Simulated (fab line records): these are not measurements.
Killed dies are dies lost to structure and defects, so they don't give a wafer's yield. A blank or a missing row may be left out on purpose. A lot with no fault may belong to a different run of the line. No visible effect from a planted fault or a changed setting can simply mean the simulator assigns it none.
Which tool was responsible? -- flow nandHarc -- 7 lots, 20 wafers sampled, at 2 steps of a route of 1159

## WHAT THE GAUGES SHOWED, per wafer
NHARC_A_ONON_D1_THK_MEAS_27: measures by ellipsometry.
lot,measured,on,thkNm (nm)
L243,day 8 17:29,filmMetro-02,989 991 991
L244,day 9 00:42,filmMetro-01,992 991 990
L247,day 9 14:25,filmMetro-01,1004 1004 1005
L249,day 10 06:18,filmMetro-02,986 983 984
L251,day 10 11:28,filmMetro-01,999 997 997
L257,day 12 05:53,filmMetro-01,1516 1020
L263,day 13 09:55,filmMetro-01,1001 1002 1003

## WHICH TOOL RAN EACH LOT (tool, then ch and the chambers of the sampled wafers, then the start)
lot,NHARC_A_ONON_D1_DEP_25
L243,"pecvdOnon-01 ch 0, day 8 17:09"
L244,"pecvdOnon-02 ch 0, day 9 00:11"
L247,"pecvdOnon-04 ch 0, day 9 13:55"
L249,"pecvdOnon-04 ch 0, day 10 05:47"
L251,"pecvdOnon-01 ch 0, day 10 10:56"
L257,"pecvdOnon-01 ch 0, day 12 05:32"
L263,"pecvdOnon-04 ch 0, day 13 09:31"
- NHARC_A_ONON_D1_DEP_25: target thk 1000 nm.

## THE ANSWER, worked out from the rows above alone
Rule: what is usual is taken from the lots themselves. The widest of any qualifying gaps counts: lots, ordered by their means at a reading, are off when they make up no more than a third of the lots, leave a main group of 4 or more, and stand apart from it by 3 or more times the standard deviation of that group's means. Not used: any main group whose means are identical at the precision the tables above print for the reading. A lot without any number at a reading at which 4 lots or more have one is off too. Where the step has rows for the other lots, those lots are counted as sound.
Off at NHARC_A_ONON_D1_THK_MEAS_27 (thkNm): L257. The main group has a mean of 995 nm with a standard deviation of 7.
A tool fits if, at a process step before that reading, it ran every lot that is off, and no sound lot after the first of them. The gauges at NHARC_A_ONON_D1_THK_MEAS_27 are tried like those tools. One candidate fits, namely pecvdOnon-01 at NHARC_A_ONON_D1_DEP_25. Its last sound lot is L251 (day 10 10:56), its first lot that is off L257 (day 12 05:32): a fault that began between those two fits.

## WHAT WAS PUT IN BY THE SIMULATOR
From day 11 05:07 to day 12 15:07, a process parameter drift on pecvdOnon-01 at NHARC_A_ONON_D1_DEP_25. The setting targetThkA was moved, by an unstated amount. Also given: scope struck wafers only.
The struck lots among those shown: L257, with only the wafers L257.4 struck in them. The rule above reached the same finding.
